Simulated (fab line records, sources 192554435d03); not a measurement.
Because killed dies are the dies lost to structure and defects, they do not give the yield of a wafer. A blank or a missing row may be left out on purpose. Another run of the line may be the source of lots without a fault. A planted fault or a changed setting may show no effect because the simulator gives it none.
fab line records    flow n5-finfet
record: lots: 9  wafers: 27  last-day: 18
route steps=1938 shown FIN_SAQP@136 BEOL_M4@1111
lots untouched by any fault: they come from a run of this same line in which no faults occurred
start-h: hours from the record's opening day to when the first of the lot's shown wafers began    wait-h: hours since the lot's step before    " identical to the entry in the row above    L1.1+2: a single row standing in for several wafers    - value missing, or start not given    * or withheld: withheld    < > ~ a bound
route shown NAME@n: names a module that has steps shown in the file, with the first one's number in the route    usual: mean/standard deviation of fault-free wafers    same: alike in all rows    chamber/n: place in a boat    sites: readings site by site    _std_site: standard deviation across them    _edge_site: outer sites' mean less inner sites'    radius-mm: how far each site lies from the wafer's centre    mask NAME#n: copy n    behind: the most recent tool/chamber to have shaped the wafer    hold: cause of the lot's hold/its duration in hours/its outcome    device: the transistor (n, p or np) that didn't switch    end of line: tests of these same wafers at the route's end    a step with no rows: only its recipe    killed: not the wafer's yield, but the dies lost to structure and defects at the first sort    map: the dies of a wafer, with x for killed, . for not killed, _ for no die there
set.NAME: the run value of the setting; set.NAME@STEP: its run value at that earlier step    model.NAME: the simulator's own value behind a step, which no gauge read
the route's steps for a sample of lots (tables are steps, rows are wafers)
services: the hour from which a tool's chamber was out of use, counted from the record's first day as start-h (under 0 if before that day), plus the number of hours and why
== steps ==
step: N5_FIN_SAQP_STRIP_70
recipe: chemistry: N2/H2  power-w: 500  temp-c: 40  pressure-mtorr: 50  rf-frequency-hz: 6e+07  overash-fraction: 0.3  bias-power-w: 28  h2-frac: 0.5  n2-flow-sccm: 300  h2-flow-sccm: 300
usual: bias-power-w: 28.02/0.082  drypump-motor-current-A: 5.9/0.41  oes-product-au: 0.78/0.092  rf-vpp-V: 122.0/1.1  showerhead-plenum-p-Torr: 3.38/0.11  throttle-valve-pct: 18.84/0.26
same: overash-fraction: 0.3
lot.wafer  tool         chamber  start-h  wait-h  bias-power-w  drypump-motor-current-A  oes-product-au  rf-hours-counter-h  rf-vpp-V  showerhead-plenum-p-Torr  throttle-valve-pct
L457.1     rie-diel-01  1        37.42    0.0     28.13         5.9                      0.67            247                 123.0     3.31                      19.30
L457.3     "            2        "        "       27.99         5.6                      0.81            114                 120.9     3.38                      18.65
L457.4     "            0        "        "       28.17         6.2                      0.72            200                 124.3     3.47                      18.56
L458.2     rie-diel-03  3        43.97    0.0     28.05         6.3                      0.73            199                 123.0     3.34                      19.47
L458.3     "            2        "        "       28.10         6.4                      0.76            150                 121.9     3.22                      18.65
L458.4     "            3        "        "       27.93         6.3                      0.72            -                   122.2     3.34                      19.47
L460.2     rie-diel-01  1        55.58    0.0     27.90         5.9                      0.66            255                 120.0     3.30                      19.30
L460.4     "            0        "        "       28.08         6.2                      0.71            -                   122.9     3.46                      18.58
L460.5     "            1        "        "       27.85         5.9                      0.66            -                   122.6     3.31                      19.30
L465.2     rie-diel-01  2        86.87    0.0     28.11         5.6                      0.79            139                 122.1     3.36                      18.70
L465.5     "            3        "        "       28.05         6.2                      0.93            -                   123.4     3.57                      18.62
L465.6     "            0        "        "       28.15         6.2                      0.70            -                   122.9     3.45                      18.62
L468.2     rie-diel-02  1        102.91   0.0     27.85         4.8                      0.71            203                 119.0     3.21                      19.12
L468.4     "            0        "        "       27.94         5.5                      0.83            80                  121.4     3.39                      18.69
L468.5     "            2        "        "       27.99         5.6                      0.68            -                   121.4     3.44                      19.17
L471.3     rie-diel-02  1        121.15   0.0     28.03         4.8                      0.71            210                 120.9     3.20                      19.14
L471.5     "            1        "        "       28.02         4.8                      0.71            -                   120.8     3.20                      19.12
L471.6     "            0        "        "       28.07         5.5                      0.82            -                   121.3     3.39                      18.70
L476.2     rie-diel-02  1        152.37   0.0     28.19         4.9                      0.70            221                 119.9     3.20                      19.13
L476.4     "            2        "        "       28.06         5.6                      0.96            6                   122.8     3.43                      18.80
L476.6     "            1        "        "       28.18         4.9                      0.70            -                   119.4     3.20                      19.14
L477.1     rie-diel-01  2        157.85   0.0     28.13         5.6                      0.77            167                 122.1     3.35                      18.73
L477.5     "            2        "        "       27.93         5.6                      0.76            -                   121.7     3.35                      18.73
L477.6     "            3        "        "       28.08         6.2                      0.87            -                   123.2     3.55                      18.67
L478.1     rie-diel-03  0        162.72   0.0     27.98         6.3                      0.69            251                 119.2     3.30                      18.79
L478.3     "            1        "        "       28.03         5.8                      0.73            195                 120.6     3.48                      18.87
L478.5     "            3        "        "       28.02         6.3                      0.69            -                   122.3     3.32                      19.53
step: N5_FIN_SAQP_RECESS_71
recipe: chemistry: HF/NH3  target: SiO2  target-depth-a: 30  afs-cycles: 1  temp-c: 30  sublimation-temp-c: 180  sublimation-time-s: 60
usual: drypump-motor-current-A: 6.1/0.3  sublimation-temp-c: 180.00/0.16
lot.wafer  tool           chamber  start-h  wait-h  drypump-motor-current-A  sublimation-temp-c
L457.1     vapor-etch-02  0        37.48    0.0     6.5                      180.04
L457.3     "              0        "        "       6.5                      180.18
L457.4     "              1        "        "       5.6                      179.94
L458.2     vapor-etch-01  0        44.03    0.0     6.2                      180.11
L458.3     "              1        "        "       5.9                      180.47
L458.4     "              0        "        "       6.2                      179.97
L460.2     vapor-etch-01  0        55.64    0.0     6.2                      179.96
L460.4     "              1        "        "       5.9                      179.93
L460.5     "              0        "        "       6.2                      179.65
L465.2     vapor-etch-01  1        86.93    0.0     5.9                      179.97
L465.5     "              1        "        "       5.9                      180.24
L465.6     "              0        "        "       6.3                      179.89
L468.2     vapor-etch-02  0        102.98   0.0     6.5                      180.10
L468.4     "              1        "        "       5.6                      180.22
L468.5     "              1        "        "       5.6                      179.98
L471.3     vapor-etch-02  0        121.25   0.1     6.5                      180.01
L471.5     "              1        "        "       5.6                      180.14
L471.6     "              0        "        "       6.5                      179.90
L476.2     vapor-etch-02  1        152.43   0.0     5.6                      179.85
L476.4     "              0        "        "       6.5                      180.10
L476.6     "              1        "        "       5.6                      179.98
L477.1     vapor-etch-01  0        157.91   0.0     6.3                      179.81
L477.5     "              0        "        "       6.2                      179.89
L477.6     "              1        "        "       5.9                      180.05
L478.1     vapor-etch-01  0        162.78   0.0     6.3                      179.94
L478.3     "              1        "        "       5.9                      179.90
L478.5     "              1        "        "       5.9                      179.80
step: N5_FIN_SAQP_SPACER2_ALD_28
recipe: material: SiO2  target-thk-a: 81  temp-c: 300  ald-precursor-family: BDEAS  ald-co-reactant: O2-plasma  pulse-time-s: 1  purge-time-s: 2  co-reactant-purge-time-s: 2  pressure-torr: 2
usual: heater-power-w: 480/43  precursor-pulse-height-rel: 1.001/0.02
lot.wafer  tool        chamber  start-h  wait-h  heater-power-w  precursor-pulse-height-rel
L457.1     ald-sin-01  1        37.62    0.1     559             0.955
L457.3     "           2        "        "       402             1.033
L457.4     "           0        "        "       553             0.981
L458.2     ald-sin-01  1        44.17    0.1     545             0.990
L458.3     "           3        "        "       420             1.029
L458.4     "           0        "        "       555             1.039
L460.2     ald-sin-01  2        55.78    0.1     398             1.020
L460.4     "           0        "        "       542             1.034
L460.5     "           3        "        "       430             0.994
L465.2     ald-sin-02  0        88.74    1.8     500             0.973
L465.5     "           1        "        "       464             1.019
L465.6     "           0        "        "       501             0.976
L468.2     ald-sin-03  1        103.12   0.1     483             0.989
L468.4     "           2        "        "       507             0.944
L468.5     "           0        "        "       487             0.977
L471.3     ald-sin-03  1        121.36   0.1     478             1.021
L471.5     "           0        "        "       499             1.024
L471.6     "           3        "        "       469             0.985
L476.2     ald-sin-03  0        153.36   0.9     498             1.012
L476.4     "           1        "        "       486             0.996
L476.6     "           1        "        "       497             0.971
L477.1     ald-sin-03  0        158.06   0.1     495             1.018
L477.5     "           2        "        "       501             1.007
L477.6     "           3        "        "       471             0.997
L478.1     ald-sin-03  2        162.92   0.1     516             0.964
L478.3     "           3        "        "       477             1.015
L478.5     "           2        "        "       508             1.000
step: N5_FIN_SAQP_ETCH_64
recipe: chemistry: CF4  target: SiO2  target-depth-a: 15  ion-energy-ev: 350  pressure-mtorr: 10  icp-w: 800  bias-w: 400  cf4-flow-sccm: 80
usual: bias-w: 399.9/1.2  drypump-motor-current-A: 5.7/0.47  oes-product-au: 1.001/0.015  throttle-valve-pct: 21.76/0.17
lot.wafer  tool       chamber  start-h  wait-h  bias-w  drypump-motor-current-A  oes-product-au  rf-hours-counter-h  throttle-valve-pct
L457.1     rie-si-03  1        38.46    0.0     399.4   5.4                      1.003           10                  21.65
L457.3     "          2        "        "       400.7   5.7                      0.981           122                 21.61
L457.4     "          3        "        "       400.4   5.9                      0.979           15                  21.80
L458.2     rie-si-06  1        45.11    0.0     400.9   4.7                      1.012           131                 21.65
L458.3     "          2        "        "       398.5   6.1                      1.013           81                  21.94
L458.4     "          0        "        "       398.7   6.2                      0.991           16                  21.78
L460.2     rie-si-03  2        56.62    0.0     291.1   5.6                      0.934           122                 21.58
L460.4     "          1        "        "       399.2   5.4                      1.013           10                  21.66
L460.5     "          0        "        "       400.4   6.2                      1.005           -                   21.73
L465.2     rie-si-06  2        89.58    0.0     400.9   6.1                      1.022           81                  21.93
L465.5     "          3        "        "       400.1   5.6                      0.992           -                   22.26
L465.6     "          2        "        "       402.2   6.1                      1.006           -                   21.93
L468.2     rie-si-05  2        103.95   0.0     400.6   5.4                      0.981           142                 21.73
L468.4     "          1        "        "       400.7   5.9                      1.005           88                  21.78
L468.5     "          0        "        "       400.5   4.9                      1.016           -                   21.58
L471.3     rie-si-06  0        122.52   0.0     400.5   6.2                      0.993           17                  21.77
L471.5     "          2        "        "       400.3   6.1                      1.009           -                   21.93
L471.6     "          1        "        "       397.5   4.7                      1.019           -                   21.65
L476.2     rie-si-03  3        154.19   0.0     400.0   5.9                      0.986           17                  21.79
L476.4     "          0        "        "       400.6   6.2                      1.021           129                 21.75
L476.6     "          1        "        "       402.4   5.4                      1.029           -                   21.65
L477.1     rie-si-06  2        158.89   0.0     401.8   6.1                      1.006           83                  21.96
L477.5     "          1        "        "       398.9   4.7                      1.004           -                   21.63
L477.6     "          0        "        "       400.5   6.2                      0.996           -                   21.76
L478.1     rie-si-03  3        163.97   0.0     398.4   5.9                      0.985           17                  21.81
L478.3     "          2        "        "       400.3   5.6                      0.984           124                 21.60
L478.5     "          0        "        "       399.2   6.2                      1.019           -                   21.72
step: N5_BEOL_M4_RC_MEAS_101
usual: DIBL_N: 36.4/1.2  DIBL_P: 36.1/1.6  IOFF_N: 0.156/0.024  IOFF_P: 0.21/0.031  ION_N: 674/11  ION_P: 463/6.9  SS_N: 71.5/0.5  SS_P: 73.2/0.55  VT_N: 250.0/2.9  VT_P: -250/3.6
lot.wafer  tool       chamber  start-h  wait-h  DIBL_N[mV/V]  DIBL_P[mV/V]  IOFF_N[nA/um]  IOFF_P[nA/um]  ION_N[uA/um]  ION_P[uA/um]  SS_N[mV/dec]  SS_P[mV/dec]  VT_N[mV]  VT_P[mV]
L457.1     prober-01  0        173.74   0.0     37.3          38.3          0.181          0.23           680           469           72.1          73.3          247.3     -250
L457.3     "          0        "        "       38.7          39.4          0.208          0.24           684           464           72.1          73.8          244.2     -249
L457.4     "          0        "        "       36.8          37.6          0.167          0.21           674           459           72.4          73.3          247.0     -251
L458.2     prober-02  0        174.43   0.2     35.5          36.6          0.160          0.20           675           456           71.5          73.7          248.2     -252
L458.3     "          0        "        "       35.4          36.2          0.146          0.18           661           450           71.3          73.5          250.2     -257
L458.4     "          0        "        "       37.9          39.3          0.207          0.24           679           463           71.7          75.0          244.5     -249
L460.2     prober-01  0        193.78   0.2     35.2          34.7          0.133          0.20           668           468           71.4          73.0          250.7     -249
L460.4     "          0        "        "       35.9          36.4          0.144          0.22           671           468           72.3          73.8          251.6     -246
L460.5     "          0        "        "       35.2          34.3          0.134          0.20           665           461           71.2          72.9          253.1     -250
L465.2     prober-02  0        226.14   0.3     36.3          35.8          0.159          0.21           687           467           71.9          73.7          249.2     -251
L465.5     "          0        "        "       36.3          35.8          0.161          0.21           685           472           71.1          74.1          248.0     -251
L465.6     "          0        "        "       36.1          35.7          0.152          0.21           668           458           70.8          73.5          249.3     -250
L468.2     prober-01  0        242.19   0.2     37.0          35.7          0.143          0.17           665           455           72.0          73.3          250.7     -259
L468.4     "          0        "        "       37.7          36.9          0.156          0.18           684           458           72.1          73.2          249.1     -258
L468.5     "          0        "        "       36.5          35.4          0.135          0.16           667           454           71.4          73.1          252.3     -259
L471.3     prober-01  0        255.87   0.3     36.6          34.7          0.131          0.19           657           461           71.2          73.2          252.3     -251
L471.5     "          0        "        "       37.2          35.6          0.152          0.19           670           458           71.5          73.2          250.9     -251
L471.6     "          0        "        "       35.9          34.3          0.130          0.17           664           460           71.3          73.3          251.3     -252
L476.2     prober-02  0        300.99   0.2     37.2          36.8          0.152          0.20           674           464           71.7          72.6          251.9     -254
L476.4     "          0        "        "       35.7          34.9          0.127          0.18           669           462           71.3          72.5          253.1     -254
L476.6     "          0        "        "       36.0          34.9          0.134          0.18           681           464           71.2          72.6          253.8     -255
L477.1     prober-02  0        314.63   0.0     37.1          37.7          0.179          0.23           668           464           71.8          74.1          247.6     -249
L477.5     "          0        "        "       36.2          36.1          0.154          0.20           657           455           71.2          73.4          252.0     -253
L477.6     "          0        "        "       36.1          36.2          0.154          0.20           670           460           71.6          73.5          250.1     -253
L478.1     prober-01  0        314.74   0.0     35.8          35.8          0.156          0.19           678           464           71.4          73.8          248.1     -253
L478.3     "          0        "        "       35.0          34.4          0.141          0.17           674           452           72.0          73.3          251.6     -255
L478.5     "          0        "        "       35.1          34.8          0.140          0.17           681           464           71.5          72.8          248.5     -254
== services ==
tool           chamber  start-h  hours  kind
vapor-etch-02  -        16.91    0.3    repair
vapor-etch-01  -        18.91    2.8    pm
rie-diel-03    2        21.36    5.5    repair
rie-diel-01    2        21.38    5.8    repair
rie-si-06      -        23.32    0.2    repair
ald-sin-03     0        23.86    1.5    repair
rie-diel-03    0        37.52    13.5   repair
ald-sin-03     -        47.30    2.8    pm
rie-diel-01    2        64.49    1.4    repair
rie-diel-03    -        72.00    15.6   pm
ald-sin-02     0        83.73    3.5    repair
ald-sin-03     -        85.25    14.0   pm
ald-sin-03     0        85.25    14.0   vent-cycle
ald-sin-03     1        85.25    14.0   vent-cycle
ald-sin-03     2        85.25    14.0   vent-cycle
rie-si-06      2        92.58    2.7    repair
ald-sin-03     3        101.40   10.0   repair
ald-sin-02     0        108.34   6.2    repair
ald-sin-03     0        108.39   8.2    repair
rie-diel-01    1        121.69   7.3    repair
rie-si-05      3        127.80   16.1   repair
ald-sin-02     -        141.74   6.1    pm
rie-diel-02    3        152.96   1.8    repair
rie-si-05      2        153.96   3.4    repair
== key ==
first-sign: step: N5_FIN_SAQP_ETCH_64  reading: bias-w  direction: down  sigmas: 90  usual: *  struck: *
effect: step: N5_FIN_SAQP_ETCH_64  reading: oes-product-au  direction: down  sigmas: 4.4  usual: 1.001  struck: 0.934
met-at N5_FIN_SAQP_ETCH_64
struck-lots L460
struck-wafers L460.2
not-acting-at N5_FIN_SAQP_STRIP_70,N5_FIN_SAQP_RECESS_71,N5_FIN_SAQP_SPACER2_ALD_28
onset-between 38.46 56.62
fault: kind: process-parameter-drift  tool: rie-si-03  chamber: 2  onset-h: 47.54  steps: N5_FIN_SAQP_ETCH_64  channel: bias-w  offset: *  shape: step  end-h: 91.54  acts-in: *  stated: *
